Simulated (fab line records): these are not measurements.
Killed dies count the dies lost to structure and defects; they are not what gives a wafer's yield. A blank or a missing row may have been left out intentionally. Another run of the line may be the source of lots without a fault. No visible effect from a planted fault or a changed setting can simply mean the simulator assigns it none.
Lot-split experiment	flow n5_finfet	21 wafers read across 7 lots, on a route 1938 steps long

SPLIT DETAILS
At N5_BEOL_M8_EXPOSE_25 (exposes mask V7, target cd 40 nm), the setting dose_mj was moved away from the recipe's 42.5 on 9 of the 21 wafers read, by -5.0% to +2.3%. This setting was run at the recipe's value on the other wafers.

FROM THE SPLIT TO THE READING: what the file shows between them, 2 steps
- N5_BEOL_M8_PEB_26: peb time 60 s
- N5_BEOL_M8_DEVELOP_27: develop time 30 s

THE READING
cd_nm (nm) at N5_BEOL_M8_CD_MEAS_28, where the cd target is 40 nm. A value of 40.10 nm with a standard deviation of 0.22 nm is what fault-free wafers of this fab line usually give.

wafer	tool, chamber at the split	dose_mj as run	against the recipe	cd_nm, nm	against lot-mates on the recipe
L076.2	euv_scanner-02, 0	41.11	-3.3%	39.48	no lot-mate on the recipe
L076.4	euv_scanner-02, 0	41.11	-3.3%	39.46	no lot-mate on the recipe
L076.5	euv_scanner-02, 0	41.11	-3.3%	39.51	no lot-mate on the recipe
L078.4	euv_scanner-02, 0	42.5	recipe	39.87	-
L078.5	euv_scanner-02, 0	42.5	recipe	39.93	-
L078.6	euv_scanner-02, 0	42.5	recipe	40.05	-
L080.2	euv_scanner-02, 0	42.5	recipe	40.17	-
L080.3	euv_scanner-02, 0	41.09	-3.3%	39.62	-0.55
L080.4	euv_scanner-02, 0	41.09	-3.3%	39.06	-1.11
L088.1	euv_scanner-01, 0	40.38	-5.0%	39.11	-1.02
L088.2	euv_scanner-01, 0	42.5	recipe	40.17	-
L088.4	euv_scanner-01, 0	42.5	recipe	40.08	-
L087.1	euv_scanner-01, 0	42.5	recipe	39.99	-
L087.2	euv_scanner-01, 0	42.5	recipe	39.69	-
L087.5	euv_scanner-01, 0	43.49	+2.3%	40.43	+0.59
L089.1	euv_scanner-02, 0	42.5	recipe	40.31	-
L089.3	euv_scanner-02, 0	42.5	recipe	40.21	-
L089.4	euv_scanner-02, 0	42.5	recipe	39.95	-
L097.1	euv_scanner-01, 0	40.83	-3.9%	39.02	-0.89
L097.3	euv_scanner-01, 0	42.5	recipe	39.91	-
L097.5	euv_scanner-01, 0	40.83	-3.9%	39.13	-0.78

THE FIT
A straight line over all 21 wafers: cd_nm changes by +0.197 nm for each +1% of dose_mj; r = +0.92; the points scatter about the line by 0.18 nm.
The same after taking each lot's own level away (the mean of its wafers on the recipe; 18 wafers): +0.223 nm for each +1%; r = +0.95; scatter 0.14 nm.
According to that fit, moving dose_mj by its largest amount changes the reading by 1.1 nm.
The span of the lots' own levels, 39.840 to 40.170 nm, comes to 1.5 times the standard deviation stated above.
Hence the slope depends on the lot-to-lot level, as the two fits are not the same.
Check: for one of the wafers moved furthest among these (-5.0%), held out of the fit, the line's prediction against its lot-mates is -1.15 nm. It came out at -1.02 nm against them.

THE WHOLE CHAIN: every reading that the file lists as answering this split, in the file's order
step	what it does	reading	change (the file's fit)	r (the file's)
N5_BEOL_M8_CD_MEAS_28	target cd 40 nm	cd_nm	+0.22 nm for each +1% of the setting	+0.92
N5_BEOL_M8_DESCUM_33	chemistry O2, time 7 s	BEOL_M8.cd_nm (the simulator's own value, which no gauge read)	+0.278 nm for each +1% of the setting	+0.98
N5_BEOL_M8_ETCH_72	etches underlayer in N2/H2, target depth 6.5 nm, time 5.2 s	BEOL_M8.cd_nm (the simulator's own value, which no gauge read)	+0.274 nm for each +1% of the setting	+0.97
N5_BEOL_M8_ETCH_66	etches SOC in N2/H2, target depth 80 nm, overetch 16 nm, time 120 s	BEOL_M8.cd_nm (the simulator's own value, which no gauge read)	+0.297 nm for each +1% of the setting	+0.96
N5_BEOL_M8_VIA_ETCH_34	etches SiCOH lowk in C4F6/O2, target depth 125.5 nm, time 50.5 s	BEOL_M8.cd_nm (the simulator's own value, which no gauge read)	+0.332 nm for each +1% of the setting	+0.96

FILE'S OWN FIT
cd_nm changes by +0.22 nm for each +1% of dose_mj, r = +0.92.
